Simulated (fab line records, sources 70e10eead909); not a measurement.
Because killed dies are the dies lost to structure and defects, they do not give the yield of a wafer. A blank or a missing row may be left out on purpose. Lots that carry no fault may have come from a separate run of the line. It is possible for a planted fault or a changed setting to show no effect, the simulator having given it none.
fab line records | flow nand_harc
record: lots: 5 wafers: 15 last_day: 33
route steps=1302 shown P_CONTACT@217 END@1302
lots untouched by any fault: they come from a run of this same line in which no faults occurred
start_h: hours from the record's opening day to when the first of the lot's shown wafers began | wait_h: hours since the lot's step before | " repeats the value in the row above | L1.1+2: a single row standing in for several wafers | - value missing, or start not given | * or withheld: withheld | < > ~ a bound
route shown NAME@n: names a module that has steps shown in the file, with the first one's number in the route | usual: the fault-free wafers' mean and standard deviation | same: alike in all rows | chamber/n: place in a boat | sites: readings site by site | _std_site: the standard deviation of these | _edge_site: outer sites' mean less inner sites' | radius_mm: how far each site lies from the wafer's centre | mask NAME#n: copy n | behind: the last tool/chamber to shape the wafer | hold: what put the lot on hold/how long, in hours/how the hold closed | device: which transistor (n, p or np) failed to switch | end of line: the same wafers' tests at the end of the route | a step without rows: its recipe alone | killed: dies lost to structure and defects at the first sort, not the wafer's yield | map: a wafer's dies, x killed, . not, _ none there
set.NAME: the run value of the setting; set.NAME@STEP: its run value at that earlier step | model.NAME: the simulator's own value behind a step, which no gauge read
lots seen at some steps along the route; tables by step, rows by wafer
services: from which hour (start_h, from the record's first day; less than 0 if before it) a tool's chamber was out of use, for how many hours, and why
== steps ==
step: NHARC_P_CONTACT_DEP_30
recipe: target_thk_a: 300 temp_c: 400 target_thk_nm: 30 flow_sccm: 200 rf_w: 450 material: SiNx
usual: heater_power_w: 755/87
columns lot.wafer tool chamber start_h wait_h heater_power_w
L292.3 pecvd-03 1 113.02 0.2 729
L292.4 " 2 " " 645
L292.6 " 2 " " 651
L303.3 pecvd-04 2 231.30 0.1 696
L303.4 " 1 " " 681
L303.5 " 2 " " 686
L304.3 pecvd-03 0 234.09 0.1 835
L304.4 " 2 " " 697
L304.6 " 0 " " 863
L310.2 pecvd-01 2 291.66 0.1 567
L310.3 " 0 " " 790
L310.4 " 1 " " 865
L315.3 pecvd-04 0 348.62 0.1 752
L315.4 " 1 " " 747
L315.5 " 2 " " 804
step: NHARC_P_CONTACT_DEP_00
recipe: target_thk_a: 5000 temp_c: 400 pressure_torr: 6.5 rf_w: 900 teos_flow_sccm: 161.4 flow_sccm: 2650 target_thk_nm: 500 gas: O2 material: SiO2
usual: heater_power_w: 605/90 throttle_valve_pct: 15.9/0.62
columns lot.wafer tool chamber start_h wait_h heater_power_w throttle_valve_pct
L292.3 pecvd-03 1 113.38 0.3 565 15.8
L292.4 " 2 " " 482 15.9
L292.6 " 2 " " 479 15.6
L303.3 pecvd-04 2 - - 565 15.2
L303.4 " 1 " " 534 16.7
L303.5 " 2 " " 602 15.2
L304.3 pecvd-03 0 - - 588 15.4
L304.4 " 2 " " 512 15.3
L304.6 " 0 " " 616 15.3
L310.2 pecvd-01 2 - - 530 16.0
L310.3 " 0 " " 658 16.9
L310.4 " 1 " " 799 16.8
L315.3 pecvd-04 0 - - 642 16.0
L315.4 " 1 " " 569 16.4
L315.5 " 2 " " 674 15.3
step: NHARC_P_CONTACT_CMP_01
recipe: target_thk_nm: 200 material: SiO2
step: NHARC_P_CONTACT_SRD_03
step: NHARC_P_CONTACT_DEHYDRATE_04
recipe: temp_c: 150 time_s: 120
step: NHARC_P_CONTACT_HMDS_05
recipe: time_s: 30
step: NHARC_P_CONTACT_COAT_33
recipe: temp_c: 260 time_s: 75
step: NHARC_P_CONTACT_COAT_34
recipe: temp_c: 225 time_s: 65
step: NHARC_P_CONTACT_COAT_06
recipe: spin_rpm: 1500 resist_thk_nm: 90
step: NHARC_P_CONTACT_SOFTBAKE_07
recipe: temp_c: 105 time_s: 55
step: NHARC_P_CONTACT_EBR_08
step: NHARC_P_CONTACT_EXPOSE_09
recipe: na: 1.35 target_cd_nm: 90 dose_mj: 81.26 mask_id: P_CA
columns lot.wafer tool chamber start_h wait_h mask
L292.3+4+6 arfi_scanner-01 0 114.58 - P_CA#0
L303.3+4+5 arfi_scanner-03 0 232.66 - P_CA#0
L304.3+4+6 arfi_scanner-01 0 235.46 - P_CA_R1#0
L310.2+3+4 arfi_scanner-02 0 293.06 - P_CA#0
L315.3+4+5 arfi_scanner-03 0 349.83 - P_CA#0
step: NHARC_P_CONTACT_PEB_10
recipe: peb_temp_c: 100 peb_time_s: 65
step: NHARC_P_CONTACT_DEVELOP_11
recipe: develop_time_s: 35 dev_temp_c: 23
step: NHARC_P_CONTACT_CD_MEAS_12
recipe: target_cd_nm: 90 landing_energy_ev: 500
usual: cd_nm: 89.7/0.62
columns lot.wafer tool chamber start_h wait_h cd_nm
L292.3 cd_sem-03 0 114.72 - 90.4
L292.4 " 0 " " 89.5
L292.6 " 0 " " 90.2
L303.3 cd_sem-01 0 232.80 - 89.9
L303.4 " 0 " " 89.6
L303.5 " 0 " " 90.7
L304.3 cd_sem-01 0 235.60 - 94.9
L304.4 " 0 " " 96.0
L304.6 " 0 " " 95.3
L310.2 cd_sem-02 0 293.20 - 89.5
L310.3 " 0 " " 89.7
L310.4 " 0 " " 90.4
L315.3 cd_sem-01 0 349.96 - 89.8
L315.4 " 0 " " 89.9
L315.5 " 0 " " 90.2
step: NHARC_P_CONTACT_OVL_MEAS_13
usual: overlay_x_nm: 0.0/0.81 overlay_y_nm: 0.0/0.84
columns lot.wafer tool chamber start_h wait_h overlay_x_nm overlay_y_nm
L292.3 overlay-02 - 114.80 - 1.7 0.7
L292.4 " - " " 1.8 0.3
L292.6 " - " " 2.2 0.5
L303.3 overlay-02 - 232.88 - -0.5 -1.1
L303.4 " - " " 0.1 -0.6
L303.5 " - " " 0.0 -0.6
L304.3 overlay-01 - 235.69 - -0.3 0.6
L304.4 " - " " 0.0 0.3
L304.6 " - " " -0.1 0.9
L310.2 overlay-01 - 293.28 - 0.6 -0.8
L310.3 " - " " 0.2 -1.3
L310.4 " - " " 0.7 -0.6
L315.3 overlay-01 - 350.04 - -0.9 -1.6
L315.4 " - " " -1.4 -1.2
L315.5 " - " " -0.7 -1.0
step: NHARC_P_CONTACT_INSPECT_14
usual: raw_defect_count: 3.6/2.4
columns lot.wafer tool chamber start_h wait_h raw_defect_count
L292.3 defect_inspect-01 - 114.84 0.0 3
L292.4 " - " " 6
L292.6 " - " " 1
L303.3 defect_inspect-02 - 232.92 0.0 2
L303.4 " - " " 4
L303.5 " - " " 3
L304.3 defect_inspect-01 - 235.72 0.0 4
L304.4 " - " " 2
L304.6 " - " " 3
L310.2 defect_inspect-01 - 293.32 0.0 9
L310.3 " - " " 6
L310.4 " - " " 9
L315.3 defect_inspect-02 - 350.08 0.0 1
L315.4 " - " " 2
L315.5 " - " " 5
step: NHARC_P_CONTACT_DESCUM_17
recipe: time_s: 3 o2_flow_sccm: 200 ar_flow_sccm: 0 bias_power_w: 0 chemistry: O2
usual: drypump_motor_current_A: 6.0/0.57 oes_product_au: 1.004/0.0088 rf_vpp_V: 57.7/0.92 showerhead_plenum_p_Torr: 1.89/0.079 throttle_valve_pct: 11.310/0.0091
columns lot.wafer tool chamber start_h wait_h drypump_motor_current_A oes_product_au rf_hours_counter_h rf_vpp_V showerhead_plenum_p_Torr throttle_valve_pct model.P_CONTACT.cd_nm
L292.3 rie_diel-11 3 114.90 0.1 4.9 1.014 1.1 58.2 1.80 11.299 90.06
L292.4 " 1 " " 6.5 1.006 0.9 59.0 2.01 11.319 89.91
L292.6 " 0 " " 6.3 1.027 - 57.1 1.82 11.322 91.06
L303.4 rie_diel-11 3 233.00 0.1 4.9 1.003 7.7 57.0 1.80 11.319 89.7
L303.3 " 0 " " 6.4 1.027 6.8 57.5 1.82 11.299 90.44
L303.5 " 1 " " 6.5 1.006 - 58.6 2.01 11.306 90.84
L304.3 rie_diel-01 2 235.79 0.1 5.3 1.005 0.9 57.1 1.88 11.306 94.79
L304.4 " 3 " " 5.8 1.010 0.8 57.4 1.89 11.304 96.11
L304.6 " 1 " " 6.4 1.009 - 56.0 1.81 11.303 94.68
L310.4 rie_diel-06 2 293.39 0.1 5.9 0.986 4.2 58.1 1.90 11.303 91.22
L310.3 " 3 " " 6.4 1.022 4.3 57.4 1.85 11.314 90.33
L310.2 " 0 " " 6.1 1.017 4.3 59.2 2.01 11.308 89.74
L315.3 rie_diel-06 2 350.16 0.1 5.9 0.988 0.5 58.1 1.90 11.308 89.58
L315.4 " 3 " " 6.4 1.007 0.5 57.9 1.85 11.311 89.67
L315.5 " 0 " " 6.0 1.006 - 57.9 2.01 11.322 89.58
step: NHARC_P_CONTACT_ETCH_35
recipe: target_depth_a: 390 over_etch_frac: 0.3 time_s: 65 ion_energy_ev: 80 cf4_flow_sccm: 150 ar_flow_sccm: 0 rf_w: 300 bias_w: 100 chemistry: CF4
usual: drypump_motor_current_A: 6.0/0.57 oes_product_au: 1.003/0.0096 rf_vpp_V: 150.9/1.1 showerhead_plenum_p_Torr: 1.75/0.069 throttle_valve_pct: 13.285/0.0083
columns lot.wafer tool chamber start_h wait_h drypump_motor_current_A oes_product_au rf_hours_counter_h rf_vpp_V showerhead_plenum_p_Torr throttle_valve_pct
L292.4 rie_diel-11 1 114.98 0.1 6.5 1.002 0.9 152.9 1.85 13.283
L292.3 " 2 " " 6.5 1.000 1.1 150.7 1.69 13.291
L292.6 " 1 " " 6.5 1.001 - 151.6 1.85 13.287
L303.3 rie_diel-11 1 233.06 0.1 6.5 1.006 8.5 151.8 1.85 13.286
L303.4 " 2 " " 6.4 0.999 8.0 149.2 1.69 13.273
L303.5 " 2 " " 6.5 1.006 - 150.9 1.69 13.290
L304.4 rie_diel-01 0 235.87 0.1 4.9 1.005 0.7 152.4 1.84 13.278
L304.3 " 2 " " 5.3 0.989 0.9 150.6 1.74 13.279
L304.6 " 0 " " 4.9 1.008 - 151.0 1.84 13.273
L310.4 rie_diel-06 0 293.47 0.1 6.1 0.996 4.3 151.2 1.85 13.298
L310.3 " 2 " " 5.9 0.978 4.2 150.2 1.76 13.286
L310.2 " 3 " " 6.4 1.007 4.4 150.1 1.71 13.286
L315.3 rie_diel-06 0 350.23 0.1 6.1 1.006 0.5 152.9 1.85 13.284
L315.4 " 1 " " 6.2 1.005 0.5 151.9 1.78 13.298
L315.5 " 0 " " 6.0 1.001 - 152.1 1.85 13.275
step: NHARC_P_CONTACT_ETCH_36
recipe: target_depth_a: 2600 over_etch_frac: 0.25 time_s: 406.25 ion_energy_ev: 200 n2_flow_sccm: 150 h2_flow_sccm: 150 ar_flow_sccm: 0 rf_w: 400 bias_w: 150 chemistry: N2/H2
usual: drypump_motor_current_A: 6.0/0.59 oes_product_au: 1.003/0.0095 rf_vpp_V: 429.6/2.5 showerhead_plenum_p_Torr: 2.01/0.087 throttle_valve_pct: 14.171/0.0094
columns lot.wafer tool chamber start_h wait_h drypump_motor_current_A oes_product_au rf_hours_counter_h rf_vpp_V showerhead_plenum_p_Torr throttle_valve_pct
L292.4 rie_diel-11 0 - - 6.4 1.027 1.0 428.7 1.94 14.163
L292.3 " 2 " " 6.5 1.005 1.2 427.4 1.94 14.169
L292.6 " 0 " " 6.3 1.021 - 428.6 1.94 14.168
L303.4 rie_diel-11 0 - - 6.3 1.019 6.9 428.2 1.94 14.185
L303.3 " 1 " " 6.5 1.004 8.6 432.5 2.14 14.167
L303.5 " 3 " " 4.9 1.011 - 427.4 1.92 14.151
L304.3 rie_diel-01 1 - - 6.4 1.002 0.9 427.0 1.93 14.174
L304.4 " 2 " " 5.3 0.998 1.0 428.4 2.00 14.165
L304.6 " 2 " " 5.3 0.984 - 429.3 2.00 14.166
L310.3 rie_diel-06 3 - - 6.4 1.010 4.4 428.7 1.97 14.167
L310.2 " 1 " " 6.2 1.004 3.8 431.3 2.05 14.176
L310.4 " 2 " " 5.9 0.986 4.3 431.5 2.03 14.170
L315.3 rie_diel-06 3 - - 6.4 1.005 0.6 427.0 1.97 14.178
L315.4 " 1 " " 6.2 0.998 0.6 429.9 2.05 14.155
L315.5 " 3 " " 6.4 1.015 - 429.5 1.97 14.171
step: NHARC_P_CONTACT_ETCH_18
recipe: target_depth_a: 4810 time_s: 240.5 c4f8_flow_sccm: 20 o2_flow_sccm: 10 ar_flow_sccm: withheld rf_w: 600 bias_w: 1500 chemistry: C4F8/O2/Ar
step: NHARC_P_CONTACT_STRIP_37
recipe: c4f8_flow_sccm: withheld o2_flow_sccm: 8 ar_flow_sccm: withheld bias_w: 0 chemistry: C4F8/O2/Ar
step: NHARC_P_CONTACT_ETCH_31
recipe: target_depth_a: 300 time_s: 85.7 ion_energy_ev: 120 over_etch_frac: 1 ch3f_flow_sccm: 50 o2_flow_sccm: 30 ar_flow_sccm: 200 rf_w: 500 bias_w: 100 chemistry: CH3F/O2
usual: drypump_motor_current_A: 6.0/0.58 oes_product_au: 0.980/0.016 rf_vpp_V: 243.9/1.5 showerhead_plenum_p_Torr: 2.42/0.1 throttle_valve_pct: 20.663/0.0093
columns lot.wafer tool chamber start_h wait_h drypump_motor_current_A oes_product_au rf_hours_counter_h rf_vpp_V showerhead_plenum_p_Torr throttle_valve_pct model.P_CONTACT.cd_nm
L292.4 rie_diel-11 0 - - 6.3 0.983 1.3 243.1 2.35 20.660 91.47
L292.3 " 3 " " 4.9 0.964 1.4 243.7 2.32 20.653 90.57
L292.6 " 0 " " 6.3 0.988 - 242.9 2.35 20.666 92.95
L303.3 rie_diel-11 0 - - 6.4 0.999 7.1 243.5 2.34 20.653 91.17
L303.4 " 1 " " 6.6 0.985 8.8 245.0 2.57 20.661 94.24
L303.5 " 3 " " 4.9 1.002 - 242.9 2.32 20.667 94.39
L304.4 rie_diel-01 3 - - 5.8 1.001 1.1 244.6 2.43 20.655 96.72
L304.3 " 0 " " 4.9 1.002 1.0 246.2 2.56 20.664 95.32
L304.6 " 1 " " 6.3 0.981 - 243.7 2.33 20.661 94.03
L310.2 rie_diel-06 0 - - 6.1 0.997 4.7 245.1 2.58 20.653 88.64
L310.4 " 1 " " 6.3 0.981 4.0 244.7 2.47 20.666 90.32
L310.3 " 2 " " 5.9 0.964 4.4 243.9 2.45 20.664 88.89
L315.4 rie_diel-06 0 - - 6.1 0.993 0.9 246.1 2.58 20.656 88.06
L315.3 " 2 " " 5.9 0.985 0.7 244.3 2.45 20.651 88.68
L315.5 " 3 " " 6.3 0.997 - 242.5 2.38 20.648 88.33
step: NHARC_P_CONTACT_CD_MEAS_19
usual: cd_nm: 90.0/1.5
columns lot.wafer tool chamber start_h wait_h cd_nm
L292.3 cd_sem-03 - 115.77 - 90.8
L292.4 " - " " 91.5
L292.6 " - " " 92.7
L303.3 cd_sem-02 - 233.85 - 91.3
L303.4 " - " " 94.1
L303.5 " - " " 94.4
L304.3 cd_sem-01 - 236.66 - 95.5
L304.4 " - " " 96.8
L304.6 " - " " 94.2
L310.2 cd_sem-01 - 294.25 - 88.7
L310.3 " - " " 88.6
L310.4 " - " " 90.4
L315.3 cd_sem-01 - 351.02 - 88.6
L315.4 " - " " 88.1
L315.5 " - " " 88.1
step: NHARC_P_CONTACT_STRIP_28
recipe: o2_flow_sccm: 500 ar_flow_sccm: 0 bias_w: 0 chemistry: O2
usual: drypump_motor_current_A: 5.9/0.59 oes_product_au: 1.001/0.01 rf_vpp_V: 57.7/0.84 showerhead_plenum_p_Torr: 3.49/0.13 throttle_valve_pct: 17.036/0.0087
columns lot.wafer tool chamber start_h wait_h drypump_motor_current_A oes_product_au rf_hours_counter_h rf_vpp_V showerhead_plenum_p_Torr throttle_valve_pct
L292.3 rie_diel-01 2 115.88 0.1 5.3 0.997 1.8 58.2 3.46 17.035
L292.4 " 3 " " 5.8 1.018 1.9 58.8 3.50 17.053
L292.6 " 1 " " 6.4 1.008 - 58.8 3.35 17.024
L303.3 rie_diel-06 2 233.92 0.1 5.9 0.996 2.6 57.5 3.51 17.026
L303.4 " 0 " " 6.1 1.009 2.9 57.5 3.70 17.039
L303.5 " 2 " " 5.9 1.000 - 56.9 3.51 17.028
L304.3 rie_diel-11 0 236.73 0.1 6.3 1.016 7.3 58.6 3.37 17.036
L304.4 " 3 " " 4.9 1.006 8.1 57.4 3.33 17.052
L304.6 " 1 " " 6.6 1.001 - 59.5 3.69 17.031
L310.2 rie_diel-01 0 294.34 0.1 4.9 1.001 2.5 58.4 3.67 17.038
L310.3 " 1 " " 6.4 0.989 2.5 57.0 3.35 17.046
L310.4 " 2 " " 5.3 0.986 - 57.4 3.46 17.042
L315.3 rie_diel-11 0 351.09 0.1 6.4 1.013 5.3 58.1 3.37 17.050
L315.4 " 3 " " 4.9 0.994 5.4 57.1 3.33 17.027
L315.5 " 1 " " 6.5 1.002 - 58.7 3.69 17.028
step: NHARC_END_SORT_01
recipe: temp_c: 25
usual: killed_at_array: 59/16 killed_at_other: 0.8/1.1 killed_at_periphery: 3.6/2.4 killed_dies: 64/16 killed_open: 3.4/1.8 killed_short: 2.5/1.6
same: gross_dies: 677
columns lot.wafer tool chamber start_h wait_h killed_at_array killed_at_other killed_at_periphery killed_dies killed_open killed_short
L304.3 prober-01 0 691.71 3.1 41 1 2 44 2 4
L304.4 prober-01 0 692.51 3.4 37 0 3 40 3 3
L304.6 prober-01 0 694.11 4.0 37 0 4 41 2 1
L310.2 prober-02 0 742.00 2.8 30 2 11 43 3 0
L310.3 prober-02 0 742.79 3.1 52 1 4 57 5 1
L310.4 prober-02 0 743.58 3.4 57 1 7 65 2 2
killed by level:class
L304.3 A_CHANNEL_HOLE_D2:chamber_film_flake=20 A_CHANNEL_HOLE_D1:chamber_film_flake=6 A_SLIT:chamber_film_flake=4 A_STAIRCASE:chamber_film_flake=2 A_CONTACT:chamber_film_flake=2 A_ONON_D1:geometric_particle:open=1 A_ONON_D1:geometric_particle:short=1 A_CHANNEL_HOLE_D1:geometric_particle:short=1
L304.4 A_CHANNEL_HOLE_D2:chamber_film_flake=15 A_CHANNEL_HOLE_D1:chamber_film_flake=7 A_SLIT:chamber_film_flake=4 A_STAIRCASE:chamber_film_flake=3 A_CONTACT:chamber_film_flake=3 P_CONTACT:geometric_particle:open=1 P_M0:geometric_particle:open=1 A_ONON_D1:geometric_particle:short=1
L304.6 A_CHANNEL_HOLE_D2:chamber_film_flake=20 A_CHANNEL_HOLE_D1:chamber_film_flake=11 P_STI:chamber_film_flake=2 P_M1:chamber_film_flake=2 A_STAIRCASE:chamber_film_flake=2 A_ONON_D1:geometric_particle:short=1 A_CHANNEL_HOLE_D2:geometric_particle:open=1 A_M1:geometric_particle:open=1
L310.2 A_CHANNEL_HOLE_D1:chamber_film_flake=20 P_M2:chamber_film_flake=4 P_ZERO_WELL:chamber_film_flake=3 P_GATE:chamber_film_flake=3 A_SLIT:chamber_film_flake=3 A_STAIRCASE:chamber_film_flake=3 A_CONTACT:chamber_film_flake=2 P_GATE:geometric_particle:open=1
L310.3 A_CHANNEL_HOLE_D1:chamber_film_flake=33 A_SLIT:chamber_film_flake=4 P_ZERO_WELL:chamber_film_flake=3 A_WL_FILL:chamber_film_flake=3 A_ONON_D1:geometric_particle:open=2 A_CHANNEL_FILL_D2:geometric_particle:open=2 A_STAIRCASE:chamber_film_flake=2 A_CONTACT:chamber_film_flake=2
L310.4 A_CHANNEL_HOLE_D1:chamber_film_flake=34 A_CONTACT:chamber_film_flake=6 A_SLIT:chamber_film_flake=5 A_STAIRCASE:chamber_film_flake=5 P_GATE:chamber_film_flake=4 P_M2:chamber_film_flake=2 A_WL_FILL:chamber_film_flake=2 P_M0:geometric_particle:open=1
== services ==
columns tool chamber start_h hours kind
arfi_scanner-01 - 105.80 4.0 pm
pecvd-03 0 110.46 16.2 repair
rie_diel-06 1 116.98 5.3 repair
pecvd-03 1 117.70 6.1 repair
rie_diel-01 2 124.90 8.0 repair
pecvd-04 2 126.83 2.4 repair
rie_diel-06 - 130.20 9.0 pm
pecvd-04 1 133.09 7.7 repair
pecvd-03 1 172.74 5.0 repair
pecvd-03 - 185.54 13.0 pm
rie_diel-01 2 189.10 4.8 repair
rie_diel-01 - 203.81 9.0 pm
rie_diel-11 0 217.46 8.5 repair
rie_diel-06 1 225.05 5.9 repair
rie_diel-11 1 249.45 12.3 repair
rie_diel-11 - 255.50 9.0 pm
pecvd-04 1 261.40 6.8 repair
pecvd-04 - 269.37 13.0 pm
rie_diel-01 3 292.95 21.6 repair
pecvd-03 - 299.93 0.6 repair
rie_diel-06 - 307.20 9.0 pm
rie_diel-01 1 310.92 2.1 repair
rie_diel-11 1 321.73 7.7 repair
rie_diel-01 1 335.62 5.2 repair
== key ==
first_sign: step: NHARC_P_CONTACT_EXPOSE_09 reading: mask direction: changed
effect: step: NHARC_P_CONTACT_CD_MEAS_12 reading: cd_nm direction: up sigmas: 9.1 usual: 89.7 struck: 95.4
effect: step: NHARC_P_CONTACT_CD_MEAS_19 reading: cd_nm direction: up sigmas: 3.6 usual: 90.0 struck: 95.5
model_effect: step: NHARC_P_CONTACT_DESCUM_17 value: P_CONTACT.cd_nm without: 89.65 struck: 95.19
model_effect: step: NHARC_P_CONTACT_ETCH_31 value: P_CONTACT.cd_nm without: 89.82 struck: 95.36
met_at NHARC_P_CONTACT_EXPOSE_09
struck_wafers L304.3,L304.4,L304.6
tester_left_out L304
onset_between 114.58 235.46
fault: kind: wrong_mask tool: any chamber: - onset_h: 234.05 steps: NHARC_P_CONTACT_EXPOSE_09 aux_copy: P_CA_R1#0 cd_offset_nm: 5.5387 scope: struck_lots_only
tester_left_out: of these lots the tester's yield and bins aren't shown, on N5 and GAA mostly nor the transistor test; their killed dies are dies lost to structure and defects alone, not to doping, threshold or leakage, so they don't give the yield
